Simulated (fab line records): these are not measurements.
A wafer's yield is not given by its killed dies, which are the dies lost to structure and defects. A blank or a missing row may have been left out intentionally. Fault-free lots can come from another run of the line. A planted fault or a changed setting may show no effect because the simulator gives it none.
Which tool is to blame? || flow nand-harc || 13 lots with 39 wafers sampled at 4 steps, on a route of 1159 steps

## WHAT THE GAUGES READ, wafer by wafer
NHARC_P_M0_CD_MEAS_09: target cd 90 nm.
{"lot": "L734", "measured": "day 6 06:24", "on": "cd-sem-02", "cd-nm (nm)": "90.0 89.9 90.4"}
{"lot": "L736", "measured": "day 6 23:58", "on": "cd-sem-01", "cd-nm (nm)": "90.0 90.1 90.2"}
{"lot": "L737", "measured": "day 7 00:32", "on": "cd-sem-02", "cd-nm (nm)": "90.7 90.1 90.2"}
{"lot": "L738", "measured": "day 7 14:19", "on": "cd-sem-02", "cd-nm (nm)": "90.7 90.3 90.0"}
{"lot": "L739", "measured": "day 7 15:17", "on": "cd-sem-01", "cd-nm (nm)": "90.1 90.0 90.3"}
{"lot": "L740", "measured": "day 8 02:52", "on": "cd-sem-01", "cd-nm (nm)": "90.1 90.7 90.5"}
{"lot": "L742", "measured": "day 8 20:20", "on": "cd-sem-01", "cd-nm (nm)": "90.5 89.6 89.9"}
{"lot": "L743", "measured": "day 9 00:35", "on": "cd-sem-02", "cd-nm (nm)": "89.9 90.0 89.5"}
{"lot": "L749", "measured": "day 9 20:18", "on": "cd-sem-02", "cd-nm (nm)": "66.7 66.0 66.1"}
{"lot": "L751", "measured": "day 10 06:37", "on": "cd-sem-02", "cd-nm (nm)": "90.2 90.3 90.0"}
{"lot": "L752", "measured": "day 10 22:13", "on": "cd-sem-03", "cd-nm (nm)": "89.3 90.2 89.8"}
{"lot": "L755", "measured": "day 11 03:27", "on": "cd-sem-01", "cd-nm (nm)": "89.6 90.0 90.2"}
{"lot": "L754", "measured": "day 11 03:56", "on": "cd-sem-02", "cd-nm (nm)": "90.0 90.6 90.0"}

## WHAT TOOL EACH LOT RAN ON (gives the tool, then ch and the chambers of the sampled wafers, and finally the start)
{"lot": "L734", "NHARC_P_CONTACT_DESCUM_17": "rie-diel-09 ch 0,2,3, day 5 22:32", "NHARC_P_CONTACT_ETCH_31": "rie-diel-09 ch 1,2,3, day 6 06:16 or earlier", "NHARC_P_M0_EXPOSE_06": "arfi-scanner-03 ch 0, day 6 06:16"}
{"lot": "L736", "NHARC_P_CONTACT_DESCUM_17": "rie-diel-09 ch 1,2, day 6 20:05", "NHARC_P_CONTACT_ETCH_31": "rie-diel-09 ch 2,3, day 6 23:49 or earlier", "NHARC_P_M0_EXPOSE_06": "arfi-scanner-01 ch 0, day 6 23:49"}
{"lot": "L737", "NHARC_P_CONTACT_DESCUM_17": "rie-diel-08 ch 0,1,2, day 6 20:31", "NHARC_P_CONTACT_ETCH_31": "rie-diel-08 ch 1,2,3, day 7 00:24 or earlier", "NHARC_P_M0_EXPOSE_06": "arfi-scanner-03 ch 0, day 7 00:24"}
{"lot": "L738", "NHARC_P_CONTACT_DESCUM_17": "rie-diel-09 ch 2,3, day 7 06:24", "NHARC_P_CONTACT_ETCH_31": "rie-diel-09 ch 0,2, day 7 14:10 or earlier", "NHARC_P_M0_EXPOSE_06": "arfi-scanner-02 ch 0, day 7 14:10"}
{"lot": "L739", "NHARC_P_CONTACT_DESCUM_17": "rie-diel-06 ch 1,2,3, day 7 10:49", "NHARC_P_CONTACT_ETCH_31": "rie-diel-06 ch 1,2,3, day 7 15:08 or earlier", "NHARC_P_M0_EXPOSE_06": "arfi-scanner-03 ch 0, day 7 15:08"}
{"lot": "L740", "NHARC_P_CONTACT_DESCUM_17": "rie-diel-06 ch 0,3, day 7 19:35", "NHARC_P_CONTACT_ETCH_31": "rie-diel-06 ch 2,3, day 8 02:43 or earlier", "NHARC_P_M0_EXPOSE_06": "arfi-scanner-02 ch 0, day 8 02:43"}
{"lot": "L742", "NHARC_P_CONTACT_DESCUM_17": "rie-diel-06 ch 2,3, day 8 12:23", "NHARC_P_CONTACT_ETCH_31": "rie-diel-06 ch 0,1,2, day 8 20:11 or earlier", "NHARC_P_M0_EXPOSE_06": "arfi-scanner-01 ch 0, day 8 20:11"}
{"lot": "L743", "NHARC_P_CONTACT_DESCUM_17": "rie-diel-09 ch 0,1,3, day 8 18:08", "NHARC_P_CONTACT_ETCH_31": "rie-diel-09 ch 1,2,3, day 9 00:27 or earlier", "NHARC_P_M0_EXPOSE_06": "arfi-scanner-02 ch 0, day 9 00:27"}
{"lot": "L749", "NHARC_P_CONTACT_DESCUM_17": "rie-diel-06 ch 0,2,3, day 9 15:37", "NHARC_P_CONTACT_ETCH_31": "rie-diel-06 ch 1,2, day 9 20:10 or earlier", "NHARC_P_M0_EXPOSE_06": "arfi-scanner-02 ch 0, day 9 20:10"}
{"lot": "L751", "NHARC_P_CONTACT_DESCUM_17": "rie-diel-09 ch 0,1,2, day 10 02:46", "NHARC_P_CONTACT_ETCH_31": "rie-diel-09 ch 1,2,3, day 10 06:28 or earlier", "NHARC_P_M0_EXPOSE_06": "arfi-scanner-03 ch 0, day 10 06:28"}
{"lot": "L752", "NHARC_P_CONTACT_DESCUM_17": "rie-diel-06 ch 1,2, day 10 15:19", "NHARC_P_CONTACT_ETCH_31": "rie-diel-06 ch 1,3, day 10 22:04 or earlier", "NHARC_P_M0_EXPOSE_06": "arfi-scanner-03 ch 0, day 10 22:04"}
{"lot": "L755", "NHARC_P_CONTACT_DESCUM_17": "rie-diel-09 ch 2,3, day 10 22:18", "NHARC_P_CONTACT_ETCH_31": "rie-diel-09 ch 1,2,3, day 11 03:19 or earlier", "NHARC_P_M0_EXPOSE_06": "arfi-scanner-03 ch 0, day 11 03:19"}
{"lot": "L754", "NHARC_P_CONTACT_DESCUM_17": "rie-diel-09 ch 0,1,3, day 10 23:21", "NHARC_P_CONTACT_ETCH_31": "rie-diel-09 ch 2,3, day 11 03:49 or earlier", "NHARC_P_M0_EXPOSE_06": "arfi-scanner-01 ch 0, day 11 03:49"}
- NHARC_P_CONTACT_DESCUM_17: chemistry O2, time 3 s.
- NHARC_P_CONTACT_ETCH_31: etches the open film in CH3F/O2, target depth 30 nm, time 85.7 s.
- NHARC_P_M0_EXPOSE_06: exposes mask P M0, target cd 90 nm.

## AS READ BY THE TOOLS THEMSELVES (means over the sampled wafers that have a number; for cases with no such wafer, the mark the record gives instead)
NHARC_P_CONTACT_DESCUM_17.
{"lot": "L734", "tool": "rie-diel-09", "drypump-motor-current-A (A)": 5.6, "oes-product-au (a.u.)": 1.008, "rf-vpp-V (V)": 58.3, "showerhead-plenum-p-Torr (Torr)": 1.95, "throttle-valve-pct (%)": 11.304}
{"lot": "L736", "tool": "rie-diel-09", "drypump-motor-current-A (A)": 5.7, "oes-product-au (a.u.)": 1.013, "rf-vpp-V (V)": 57.5, "showerhead-plenum-p-Torr (Torr)": 1.99, "throttle-valve-pct (%)": 11.317}
{"lot": "L737", "tool": "rie-diel-08", "drypump-motor-current-A (A)": 5.9, "oes-product-au (a.u.)": 1.004, "rf-vpp-V (V)": 57.9, "showerhead-plenum-p-Torr (Torr)": 1.96, "throttle-valve-pct (%)": 11.320}
{"lot": "L738", "tool": "rie-diel-09", "drypump-motor-current-A (A)": 5.7, "oes-product-au (a.u.)": 1.010, "rf-vpp-V (V)": 59.4, "showerhead-plenum-p-Torr (Torr)": 1.97, "throttle-valve-pct (%)": 11.307}
{"lot": "L739", "tool": "rie-diel-06", "drypump-motor-current-A (A)": 6.1, "oes-product-au (a.u.)": 0.998, "rf-vpp-V (V)": 57.5, "showerhead-plenum-p-Torr (Torr)": 1.90, "throttle-valve-pct (%)": 11.315}
{"lot": "L740", "tool": "rie-diel-06", "drypump-motor-current-A (A)": 5.7, "oes-product-au (a.u.)": 1.012, "rf-vpp-V (V)": 57.5, "showerhead-plenum-p-Torr (Torr)": 1.96, "throttle-valve-pct (%)": 11.312}
{"lot": "L742", "tool": "rie-diel-06", "drypump-motor-current-A (A)": 6.4, "oes-product-au (a.u.)": 0.993, "rf-vpp-V (V)": 56.5, "showerhead-plenum-p-Torr (Torr)": 1.86, "throttle-valve-pct (%)": 11.308}
{"lot": "L743", "tool": "rie-diel-09", "drypump-motor-current-A (A)": 5.5, "oes-product-au (a.u.)": 1.010, "rf-vpp-V (V)": 57.6, "showerhead-plenum-p-Torr (Torr)": 1.90, "throttle-valve-pct (%)": 11.320}
{"lot": "L749", "tool": "rie-diel-06", "drypump-motor-current-A (A)": 6.0, "oes-product-au (a.u.)": 0.995, "rf-vpp-V (V)": 56.9, "showerhead-plenum-p-Torr (Torr)": 1.94, "throttle-valve-pct (%)": 11.304}
{"lot": "L751", "tool": "rie-diel-09", "drypump-motor-current-A (A)": 5.6, "oes-product-au (a.u.)": 1.012, "rf-vpp-V (V)": 58.9, "showerhead-plenum-p-Torr (Torr)": 1.97, "throttle-valve-pct (%)": 11.316}
{"lot": "L752", "tool": "rie-diel-06", "drypump-motor-current-A (A)": 6.0, "oes-product-au (a.u.)": 0.994, "rf-vpp-V (V)": 58.3, "showerhead-plenum-p-Torr (Torr)": 1.97, "throttle-valve-pct (%)": 11.313}
{"lot": "L755", "tool": "rie-diel-09", "drypump-motor-current-A (A)": 5.6, "oes-product-au (a.u.)": 1.000, "rf-vpp-V (V)": 58.1, "showerhead-plenum-p-Torr (Torr)": 1.89, "throttle-valve-pct (%)": 11.316}
{"lot": "L754", "tool": "rie-diel-09", "drypump-motor-current-A (A)": 5.5, "oes-product-au (a.u.)": 1.003, "rf-vpp-V (V)": 57.5, "showerhead-plenum-p-Torr (Torr)": 1.89, "throttle-valve-pct (%)": 11.315}

NHARC_P_CONTACT_ETCH_31.
{"lot": "L734", "tool": "rie-diel-09", "drypump-motor-current-A (A)": 5.6, "oes-product-au (a.u.)": 0.985, "rf-vpp-V (V)": 244.1, "showerhead-plenum-p-Torr (Torr)": 2.47, "throttle-valve-pct (%)": 20.666}
{"lot": "L736", "tool": "rie-diel-09", "drypump-motor-current-A (A)": 5.6, "oes-product-au (a.u.)": 0.999, "rf-vpp-V (V)": 243.4, "showerhead-plenum-p-Torr (Torr)": 2.43, "throttle-valve-pct (%)": 20.664}
{"lot": "L737", "tool": "rie-diel-08", "drypump-motor-current-A (A)": 5.7, "oes-product-au (a.u.)": 0.964, "rf-vpp-V (V)": 244.7, "showerhead-plenum-p-Torr (Torr)": 2.46, "throttle-valve-pct (%)": 20.654}
{"lot": "L738", "tool": "rie-diel-09", "drypump-motor-current-A (A)": 5.6, "oes-product-au (a.u.)": 0.991, "rf-vpp-V (V)": 246.5, "showerhead-plenum-p-Torr (Torr)": 2.59, "throttle-valve-pct (%)": 20.668}
{"lot": "L739", "tool": "rie-diel-06", "drypump-motor-current-A (A)": 6.1, "oes-product-au (a.u.)": 0.995, "rf-vpp-V (V)": 243.3, "showerhead-plenum-p-Torr (Torr)": 2.45, "throttle-valve-pct (%)": 20.667}
{"lot": "L740", "tool": "rie-diel-06", "drypump-motor-current-A (A)": 6.3, "oes-product-au (a.u.)": 0.981, "rf-vpp-V (V)": 245.0, "showerhead-plenum-p-Torr (Torr)": 2.48, "throttle-valve-pct (%)": 20.660}
{"lot": "L742", "tool": "rie-diel-06", "drypump-motor-current-A (A)": 5.7, "oes-product-au (a.u.)": 0.985, "rf-vpp-V (V)": 245.8, "showerhead-plenum-p-Torr (Torr)": 2.55, "throttle-valve-pct (%)": 20.659}
{"lot": "L743", "tool": "rie-diel-09", "drypump-motor-current-A (A)": 5.6, "oes-product-au (a.u.)": 0.975, "rf-vpp-V (V)": 244.6, "showerhead-plenum-p-Torr (Torr)": 2.46, "throttle-valve-pct (%)": 20.662}
{"lot": "L749", "tool": "rie-diel-06", "drypump-motor-current-A (A)": 5.8, "oes-product-au (a.u.)": 0.987, "rf-vpp-V (V)": 243.9, "showerhead-plenum-p-Torr (Torr)": 2.50, "throttle-valve-pct (%)": 20.681}
{"lot": "L751", "tool": "rie-diel-09", "drypump-motor-current-A (A)": 5.7, "oes-product-au (a.u.)": 0.990, "rf-vpp-V (V)": 244.4, "showerhead-plenum-p-Torr (Torr)": 2.46, "throttle-valve-pct (%)": 20.654}
{"lot": "L752", "tool": "rie-diel-06", "drypump-motor-current-A (A)": 6.2, "oes-product-au (a.u.)": 0.986, "rf-vpp-V (V)": 244.0, "showerhead-plenum-p-Torr (Torr)": 2.36, "throttle-valve-pct (%)": 20.674}
{"lot": "L755", "tool": "rie-diel-09", "drypump-motor-current-A (A)": 5.6, "oes-product-au (a.u.)": 0.986, "rf-vpp-V (V)": 245.0, "showerhead-plenum-p-Torr (Torr)": 2.46, "throttle-valve-pct (%)": 20.664}
{"lot": "L754", "tool": "rie-diel-09", "drypump-motor-current-A (A)": 5.6, "oes-product-au (a.u.)": 0.976, "rf-vpp-V (V)": 243.5, "showerhead-plenum-p-Torr (Torr)": 2.42, "throttle-valve-pct (%)": 20.660}

NHARC_P_M0_EXPOSE_06.
{"lot": "L734", "tool": "arfi-scanner-03", "exposure-dose-mJ-cm2": 81.38}
{"lot": "L736", "tool": "arfi-scanner-01", "exposure-dose-mJ-cm2": 81.23}
{"lot": "L737", "tool": "arfi-scanner-03", "exposure-dose-mJ-cm2": 81.38}
{"lot": "L738", "tool": "arfi-scanner-02", "exposure-dose-mJ-cm2": 81.22}
{"lot": "L739", "tool": "arfi-scanner-03", "exposure-dose-mJ-cm2": 81.27}
{"lot": "L740", "tool": "arfi-scanner-02", "exposure-dose-mJ-cm2": 81.22}
{"lot": "L742", "tool": "arfi-scanner-01", "exposure-dose-mJ-cm2": 81.23}
{"lot": "L743", "tool": "arfi-scanner-02", "exposure-dose-mJ-cm2": 81.36}
{"lot": "L749", "tool": "arfi-scanner-02", "exposure-dose-mJ-cm2": 54.73}
{"lot": "L751", "tool": "arfi-scanner-03", "exposure-dose-mJ-cm2": 81.29}
{"lot": "L752", "tool": "arfi-scanner-03", "exposure-dose-mJ-cm2": 81.37}
{"lot": "L755", "tool": "arfi-scanner-03", "exposure-dose-mJ-cm2": 81.27}
{"lot": "L754", "tool": "arfi-scanner-01", "exposure-dose-mJ-cm2": 81.24}

## THE ANSWER, worked out from the rows above alone
Rule: the lots themselves supply what counts as usual. The widest of any qualifying gaps counts: lots, ordered by their means at a reading, are off when they make up no more than a third of the lots, leave a main group of 4 or more, and stand apart from it by 3 or more times the standard deviation of that group's means. Not used: any main group whose means are identical at the precision the tables above print for the reading. Also off: a lot with no number at a reading for which 4 or more lots have one. Any other lot the step has rows for is counted as sound. The gauges are gone through in route order, then the tools' own readings, and for those a lot's mean is taken as printed above. The first step at which some lot is off is used, and at that step the reading that is off furthest; a lot without a number counts as furthest.
Off: L749, at NHARC_P_M0_CD_MEAS_09 (cd-nm). Main group: mean 90.1 nm, sd 0.2.
If a tool, at a process step before that reading, ran all the lots that are off and no sound lot after the first of them, it fits. Not tried: the gauges at NHARC_P_M0_CD_MEAS_09; whatever is off there is also off at NHARC_P_M0_EXPOSE_06, on other tools, and gauge error can't account for it. NHARC_P_CONTACT_ETCH_31 gives no start for some lots, so the hours and the order of its lots are those of NHARC_P_M0_EXPOSE_06. One fits: NHARC_P_M0_EXPOSE_06 on arfi-scanner-02. Its last sound lot is L743 (day 9 00:27), its first lot that is off L749 (day 9 20:10): a fault that began between those two fits.
On the lots that are off, the tool's own readings at NHARC_P_M0_EXPOSE_06 differ by more than 5 times the standard deviation of the sound lots' means, which bears it out; exposure-dose-mJ-cm2 reads 54.73 there versus 81.29 on the sound lots.

## WHAT THE SIMULATOR HAD PUT IN
Drift in process parameters on arfi-scanner-02 at NHARC_P_M0_EXPOSE_06, starting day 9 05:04. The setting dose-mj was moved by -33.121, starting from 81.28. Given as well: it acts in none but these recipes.
Shown lots that were struck: L749. This agrees with what the rule above found.
